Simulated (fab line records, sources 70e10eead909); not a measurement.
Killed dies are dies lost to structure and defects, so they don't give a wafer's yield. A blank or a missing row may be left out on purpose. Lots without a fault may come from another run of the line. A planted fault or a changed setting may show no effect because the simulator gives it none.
A struck lot beside a sound one | flow nand_harc | 24 steps out of a route of 1159
Sound: wafers L449.1, L449.3, L449.6. Struck: wafer L458.3. (L458.4, L458.5 of the same lot were not struck and are left out.) The cause comes at the end.
At each step with rows: each side's tool, then ch and its chambers, then its first start. Under that, the readings that differ: sound wafers | struck wafers | difference of the means | sigmas: that difference in standard deviations of wafers without a fault.
alike: readings whose means differ by less than 2 such deviations, and words and numbers that are the same on both sides. not compared: withheld readings, readings that some wafer has no value for, bounds like >300 that may hide the same value, and numbers for which the record gives no deviation and whose values overlap.
The two part at a step that has a row with sigmas, a row that says differs or no value, or rows on one side only. Numbers that don't overlap but have no deviation are shown without sigmas and don't part them. A reading that every wafer of one side lacks parts them only if that side has two wafers or more.

NHARC_A_CHANNEL_HOLE_D1_ETCH_39: etches the open film in N2/H2, target depth 260 nm, time 325 s.
  sound on rie_diel-07 ch 1,2; struck on rie_diel-11 ch 1
  alike: drypump_motor_current_A, oes_product_au, rf_fwd_power_W, rf_vpp_V, showerhead_plenum_p_Torr, throttle_valve_pct
  not compared: rf_hours_counter_h
NHARC_A_CHANNEL_HOLE_D1_ETCH_34: etches the open film in CF4/CHF3, target depth 154 nm, time 77 s.
  sound on rie_diel-07 ch 1,3; struck on rie_diel-11 ch 2
  reading                     | sound          | struck | difference | sigmas
  drypump_motor_current_A (A) | 6.26 5.93 6.25 | 5.50   | -0.65      | -2
  alike: oes_product_au, rf_fwd_power_W, rf_vpp_V, showerhead_plenum_p_Torr, throttle_valve_pct
  not compared: rf_hours_counter_h
then, 1 step without rows for these wafers: NHARC_A_CHANNEL_HOLE_D1_ETCH_16 (etches the open film in O2/COS, target depth 3100 nm, time 806 s).
NHARC_A_CHANNEL_HOLE_D1_CD_MEAS_18:
  sound on cd_sem-03, day 8 17:10; struck on cd_sem-03, day 10 16:03
  alike: cd_nm
then, 1 step without rows for these wafers: NHARC_A_CHANNEL_HOLE_D1_ETCH_19 (etches the open film in C4F8/O2/Ar, time 34.5 s).
NHARC_A_CHANNEL_HOLE_D1_ETCH_20: etches the open film in C4F8/O2/Ar, time 361.9 s, target depth 1600 nm.
  sound on har_etch-02 ch 0, day 8 17:22; struck on har_etch-01 ch 0, day 10 16:20
  alike: c4f8_flow_sccm, drypump_motor_current_A, he_backside_leak_sccm, showerhead_plenum_p_Torr, throttle_valve_pct
  not compared: rf_hours_counter_h
then, 1 step without rows for these wafers: NHARC_A_CHANNEL_HOLE_D1_ETCH_21 (etches the open film in C4F8/O2/Ar, time 514.3 s, target depth 1600 nm).
NHARC_A_CHANNEL_HOLE_D1_ETCH_22: etches the open film in C4F8/O2/Ar, time 666.7 s, target depth 1600 nm.
  sound on har_etch-02 ch 0, day 8 18:07; struck on har_etch-01 ch 0, day 10 17:10
  alike: c4f8_flow_sccm, drypump_motor_current_A, he_backside_leak_sccm, showerhead_plenum_p_Torr, throttle_valve_pct
  not compared: rf_hours_counter_h
then, 2 steps without rows for these wafers: NHARC_A_CHANNEL_HOLE_D1_ETCH_23 (etches the open film in C4F8/O2/Ar, time 819 s, target depth 1600 nm); NHARC_A_CHANNEL_HOLE_D1_ETCH_24 (etches the open film in C4F8/O2/Ar, time 906.2 s, target depth 1500 nm).
NHARC_A_CHANNEL_HOLE_D1_ETCH_25: etches the open film in C4F8/O2/Ar, time 1040.2 s, target depth 1500 nm.
  sound on har_etch-02 ch 0, day 8 20:08; struck on har_etch-01 ch 0, day 10 19:19
  reading               | sound             | struck | difference | sigmas
  c4f8_flow_sccm (sccm) | 94.25 94.14 93.99 | 93.48  | -0.65      | -2
  alike: drypump_motor_current_A, he_backside_leak_sccm, showerhead_plenum_p_Torr, throttle_valve_pct
  not compared: rf_hours_counter_h
then, 1 step without rows for these wafers: NHARC_A_CHANNEL_HOLE_D1_ETCH_26 (etches the open film in C4F8/O2/Ar, time 224.1 s, target depth 300 nm).
NHARC_A_CHANNEL_HOLE_D1_ETCH_33: etches the open film in C4F8/O2/Ar, time 90 s, target depth 400 nm.
  sound on har_etch-02 ch 0, day 8 21:13; struck on har_etch-01 ch 0, day 10 20:10
  reading               | sound             | struck | difference | sigmas
  c4f8_flow_sccm (sccm) | 41.89 42.09 41.67 | 41.56  | -0.32      | -2
  alike: bias_v, drypump_motor_current_A, he_backside_leak_sccm, rf_fwd_power_W, showerhead_plenum_p_Torr, throttle_valve_pct
  not compared: rf_hours_counter_h
then, 7 steps without rows for these wafers: NHARC_A_CHANNEL_HOLE_D1_STRIP_41 (strips in N2/H2); NHARC_A_CHANNEL_HOLE_D1_STRIP_42 (strips in CF4/CHF3); NHARC_A_CHANNEL_HOLE_D1_STRIP_43 (strips in O2/COS); NHARC_A_CHANNEL_HOLE_D1_ETCH_44 (etches the open film in CF4/O2, target depth 140 nm, overetch 14 nm, time 77 s); NHARC_A_CHANNEL_HOLE_D1_STRIP_27 (strips in O2); NHARC_A_CHANNEL_HOLE_D1_PRECLEAN_28 (cleans in SC1); NHARC_A_CHANNEL_HOLE_D1_SRD_29.
NHARC_A_CHANNEL_HOLE_D1_CD_MEAS_30:
  sound on cd_sem-01, day 8 22:55; struck on cd_sem-02, day 10 21:39
  alike: cd_nm
NHARC_A_CHANNEL_HOLE_D1_XSEM_31:
  sound on xsem-02 ch 0, day 8 23:01; struck on xsem-02 ch 0
  reading            | sound          | struck | difference | sigmas
  tilt_deg (degrees) | 0.04 0.04 0.04 | 0.14   | +0.10      | +2
  alike: bot_cd_nm
  not compared: bow_nm
NHARC_A_CHANNEL_HOLE_D1_INSPECT_40:
  sound on defect_inspect-02, day 8 23:07; struck on defect_inspect-01, day 11 02:33
  alike: raw_defect_count
NHARC_END_SORT_01:
  the record has rows for the sound wafers here (prober-01 ch 0, day 20 08:37) and none for the struck ones

WHERE THEY PART
First at NHARC_A_CHANNEL_HOLE_D1_ETCH_34; last, within this record, at NHARC_END_SORT_01.

WHY: what the simulator had put in
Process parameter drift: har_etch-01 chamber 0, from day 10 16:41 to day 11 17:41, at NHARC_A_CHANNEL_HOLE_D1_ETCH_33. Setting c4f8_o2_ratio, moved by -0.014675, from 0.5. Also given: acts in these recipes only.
